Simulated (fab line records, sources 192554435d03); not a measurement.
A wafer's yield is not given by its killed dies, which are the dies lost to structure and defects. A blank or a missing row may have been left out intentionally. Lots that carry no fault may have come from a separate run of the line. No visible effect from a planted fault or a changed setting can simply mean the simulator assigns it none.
A single fault, viewed from 2 desks + flow n5_finfet + only its own numbers are on each desk; what lay behind them is given at the end

## THE METROLOGY DESK
Means of the sampled wafers that have a number, per lot and without regard to the tool the lot ran on: this is what the gauges read. A lot is out of limits, marked OUT, if its mean lies more than 4 standard deviations from the usual mean; the brackets give that distance. 7 of its 12 readings are shown, namely those furthest out on some lot.
Columns: A = thk_nm at N5_FIN_SAQP_THK_MEAS_05, usual 38.0 nm; B = DIBL_P at N5_BEOL_M4_RC_MEAS_101, usual 36.3 mV/V; C = IOFF_N at N5_BEOL_M4_RC_MEAS_101, usual 0.16 nA/um; D = IOFF_P at N5_BEOL_M4_RC_MEAS_101, usual 0.21 nA/um; E = ION_P at N5_BEOL_M4_RC_MEAS_101, usual 461 uA/um; F = SS_N at N5_BEOL_M4_RC_MEAS_101, usual 71.4 mV/dec; G = VT_N at N5_BEOL_M4_RC_MEAS_101, usual 250 mV
| lot  | first seen here | A    | B    | C    | D    | E   | F    | G   |
|------|-----------------|------|------|------|------|-----|------|-----|
| L664 | day 2 10:24     | 38.0 | 37.8 | 0.19 | 0.25 | 465 | 72.5 | 247 |
| L665 | day 2 10:36     | 37.7 | 38.3 | 0.19 | 0.23 | 468 | 71.3 | 248 |
| L672 | day 4 04:12     | 39.2 | 37.2 | 0.18 | 0.21 | 465 | 71.9 | 248 |
| L674 | day 4 15:19     | 38.7 | 34.3 | 0.12 | 0.18 | 465 | 70.5 | 256 |
| L679 | day 5 21:08     | 38.8 | 32.7 | 0.11 | 0.15 | 452 | 70.6 | 257 |
| L681 | day 6 09:10     | 38.2 | 37.5 | 0.15 | 0.22 | 466 | 71.6 | 253 |
| L684 | day 7 03:11     | 38.4 | 34.9 | 0.14 | 0.20 | 458 | 71.1 | 248 |
| L685 | day 7 09:44     | 38.2 | 39.0 | 0.17 | 0.24 | 473 | 71.4 | 246 |
| L686 | day 7 15:39     | 38.0 | 37.2 | 0.17 | 0.22 | 461 | 71.9 | 249 |
Finding of this desk: none of the 9 lots has anything out of limits.

## FOR THE TOOL OWNER'S DESK: pecvd-02
The tool's own readings at N5_FIN_SAQP_HM_DEP_03 (deposits SiNx from SiH4/NH3/N2, target thk 38 nm, time 33.6 s): means of the sampled wafers that have a number, for each lot that ran on this tool. A lot is out of limits, marked OUT, if its mean lies more than 4 standard deviations from the usual mean; the brackets give that distance.
Columns: A = chamber_pressure_Torr at N5_FIN_SAQP_HM_DEP_03, usual 1.500 Torr; B = heater_power_w at N5_FIN_SAQP_HM_DEP_03, usual 829 W; C = showerhead_plenum_p_Torr at N5_FIN_SAQP_HM_DEP_03, usual 5.15 Torr; D = throttle_valve_pct at N5_FIN_SAQP_HM_DEP_03, usual 40.5 %
| lot  | first seen here | A     | B   | C    | D    |
|------|-----------------|-------|-----|------|------|
| L672 | day 4 04:07     | 1.501 | 696 | 5.08 | 38.2 |
| L674 | day 4 15:13     | 1.502 | 761 | 5.14 | 39.0 |
| L684 | day 7 03:06     | 1.499 | 737 | 5.24 | 39.9 |
| L685 | day 7 09:39     | 1.502 | 779 | 5.24 | 40.0 |
| L686 | day 7 15:34     | 1.505 | 772 | 5.23 | 40.0 |
Finding of this desk: none of the 5 lots has anything out of limits.

## TAKEN TOGETHER
Nothing out of limits was seen by the metrology desk.
The desk of the tool owner found nothing out of limits.

## WHAT HAD BEEN PUT IN BY THE SIMULATOR
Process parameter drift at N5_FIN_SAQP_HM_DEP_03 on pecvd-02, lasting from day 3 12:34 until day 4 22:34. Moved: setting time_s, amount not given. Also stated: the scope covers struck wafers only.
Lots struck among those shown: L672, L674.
